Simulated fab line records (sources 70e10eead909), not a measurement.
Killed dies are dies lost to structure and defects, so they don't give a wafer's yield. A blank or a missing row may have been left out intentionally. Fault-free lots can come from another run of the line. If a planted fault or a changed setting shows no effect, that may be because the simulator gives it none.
Commonality check across tools    flow nand-harc    1 lot, 3 wafers sampled

== WHY IT WAS OPENED ==
At NHARC_END_SORT_01 the reading killed-at-periphery is flagged on 1 of 1 lot. No-fault wafers: 3.2, standard deviation 2.3.
Rule: a lot gets a flag if all its wafers with a number sit over 4 standard deviations from that mean, or if no wafer of it has a number. The other lots count as sound.

lot   measured      on         killed-at-periphery, wafer by wafer  flag
L382  day 22 01:38  prober-02  630 632 636                          FLAGGED
Averaged over the flagged lots the numbers come to 632.7, +629.5 from the usual (+99 or more standard deviations).

== WHICH TOOL RAN EACH LOT ==
Before the reading, the record contains 2 process steps out of a 1159-step route. In each cell: the tool, then ch and the chambers that the sampled wafers went through, then the start.
lot   flag     NHARC_P_ZERO_WELL_EXPOSE_21       NHARC_P_STI_CMP_21
L382  FLAGGED  krf-scanner-01 ch 0, day 3 20:12  no row
What these steps do:
- NHARC_P_ZERO_WELL_EXPOSE_21: exposes mask P NWELL, target cd 720 nm.
- NHARC_P_STI_CMP_21: polishes, t overpolish 20 s, target thk 380.67 nm.
- NHARC_END_SORT_01

== FLAGGED OVER TOTAL, TOOL BY TOOL (the gauges that took the reading come last) ==
step                         tool            lots run  flagged  share of the flagged lots  sound lots run after its first flagged lot
NHARC_P_ZERO_WELL_EXPOSE_21  krf-scanner-01  1         1        all                        0
NHARC_END_SORT_01            prober-02       1         1        all                        0

== WHAT THE TABLE PERMITS ==
Table rows that saw every flagged lot: 2, namely krf-scanner-01 at NHARC_P_ZERO_WELL_EXPOSE_21 and prober-02 at NHARC_END_SORT_01.
- krf-scanner-01 at NHARC_P_ZERO_WELL_EXPOSE_21: 1 of its 1 lot flagged. In this sample it ran no sound lot ahead of its first flagged lot, so there is no way to narrow down the start.
- prober-02 at NHARC_END_SORT_01: 1 of its 1 lot flagged. In this sample it ran no sound lot ahead of its first flagged lot, so there is no way to narrow down the start.
A lot count leaves these 2 tools indistinguishable: every one of them fits a fault beginning at some hour. More lots, or a look at what each step does to the wafer, might.

== WHAT THE SIMULATOR HAD PUT IN ==
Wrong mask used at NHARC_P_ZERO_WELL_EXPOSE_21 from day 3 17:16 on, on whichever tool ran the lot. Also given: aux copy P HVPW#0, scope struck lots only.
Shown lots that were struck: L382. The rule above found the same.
